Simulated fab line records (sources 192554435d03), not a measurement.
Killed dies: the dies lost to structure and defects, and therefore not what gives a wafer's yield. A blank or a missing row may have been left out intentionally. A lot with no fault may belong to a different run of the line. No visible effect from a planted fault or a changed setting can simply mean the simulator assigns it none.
Split-lot study | flow n5_finfet | 21 wafers read across 7 lots, on a route 1938 steps long

SPLIT DETAILS
At N5_SD_EPI_N_ETCH_16 (etches SiO2 in CHF3/O2, target depth 5 nm), the setting target_depth_a was moved away from the recipe's 50 angstrom on 8 of the 21 wafers read, by -11.2% to +9.0%. All remaining wafers had this setting at the recipe value.

The reading is taken at the split's own step.

THE READING
etch.depth_nm (the simulator's own value, which no gauge read), in nm, at N5_SD_EPI_N_ETCH_16 (etches SiO2 in CHF3/O2, target depth 5 nm). No usual value for it is given in the file. Here, 13 wafers ran the recipe; their average is 4.933 nm with a standard deviation of 0.11 nm.

wafer  | tool, chamber at the split | target_depth_a as run, angstrom | against the recipe | etch.depth_nm, nm | against lot-mates on the recipe
L074.2 | rie_diel-06, 0             | 44.39                           | -11.2%             | 4.469             | -0.481
L074.3 | rie_diel-06, 2             | 50                              | recipe             | 5.05              | -
L074.4 | rie_diel-06, 3             | 50                              | recipe             | 4.851             | -
L075.3 | rie_diel-06, 2             | 54.1                            | +8.2%              | 5.429             | +0.568
L075.4 | rie_diel-06, 3             | 50                              | recipe             | 4.861             | -
L075.5 | rie_diel-06, 0             | 54.1                            | +8.2%              | 5.428             | +0.567
L076.2 | rie_diel-06, 3             | 50                              | recipe             | 4.867             | -
L076.5 | rie_diel-06, 0             | 44.55                           | -10.9%             | 4.423             | -0.540
L076.6 | rie_diel-06, 1             | 50                              | recipe             | 5.06              | -
L087.1 | rie_diel-05, 2             | 50                              | recipe             | 4.957             | -
L087.2 | rie_diel-05, 3             | 44.95                           | -10.1%             | 4.415             | -0.542
L087.4 | rie_diel-05, 0             | 44.95                           | -10.1%             | 4.59              | -0.367
L093.2 | rie_diel-05, 2             | 50                              | recipe             | 4.902             | -
L093.3 | rie_diel-05, 3             | 50                              | recipe             | 4.754             | -
L093.4 | rie_diel-05, 0             | 50                              | recipe             | 5.059             | -
L094.1 | rie_diel-04, 3             | 50                              | recipe             | 5.01              | -
L094.2 | rie_diel-04, 0             | 54.48                           | +9.0%              | 5.234             | +0.224
L094.5 | rie_diel-04, 2             | 54.48                           | +9.0%              | 5.544             | +0.534
L095.3 | rie_diel-05, 2             | 50                              | recipe             | 4.868             | -
L095.4 | rie_diel-05, 3             | 50                              | recipe             | 4.809             | -
L095.5 | rie_diel-05, 0             | 50                              | recipe             | 5.086             | -

THE FIT
A straight line over all 21 wafers: etch.depth_nm changes by +0.0483 nm for each +1% of target_depth_a; r = +0.94; the points scatter about the line by 0.11 nm.
The same after taking each lot's own level away (the mean of its wafers on the recipe; 21 wafers): +0.0494 nm for each +1%; r = +0.94; scatter 0.12 nm.
That fit puts the effect of the largest move of target_depth_a on the reading at 0.55 nm.
From 4.8610 to 5.0100 nm: that is the span of the lots' own levels, equal to 1.4 times the standard deviation above.
Hence the lot-to-lot level has little effect on the slope; both slopes agree.
Check: for one of the wafers moved furthest among these (-11.2%), held out of the fit, the line's prediction against its lot-mates is -0.551 nm. Against them it came out at -0.481 nm.

OTHER SPLITS ON THESE WAFERS
Before the reading, these wafers also passed through other splits. Each is held against what the fit with the lots' levels taken away leaves over:
other split on the same wafers            | wafers away from the commonest value | r with etch.depth_nm (lot level and that fit taken away)
N5_ZERO_LAYER_PECVD_02 time_s             | 7                                    | +0.10
N5_PMOS_HMC_CHANNEL_EPI_PEB_07 peb_temp_c | 4                                    | -0.30
N5_PMOS_HMC_CHANNEL_EPI_ETCH_32 bias_w    | 4                                    | -0.15
N5_FIN_SAQP_PECVD_48 time_s               | 9                                    | +0.05
N5_FIN_SAQP_PEB_14 peb_time_s             | 6                                    | +0.00
N5_FIN_SAQP_FIN_ETCH_36 icp_w             | 4                                    | -0.34
N5_DUMMY_GATE_CVD_03 temp_c               | 15                                   | +0.29
N5_DUMMY_GATE_PECVD_30 time_s             | 5                                    | +0.11

THE FILE'S OWN FIT
etch.depth_nm changes by +0.0484 nm for each +1% of target_depth_a, r = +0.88.
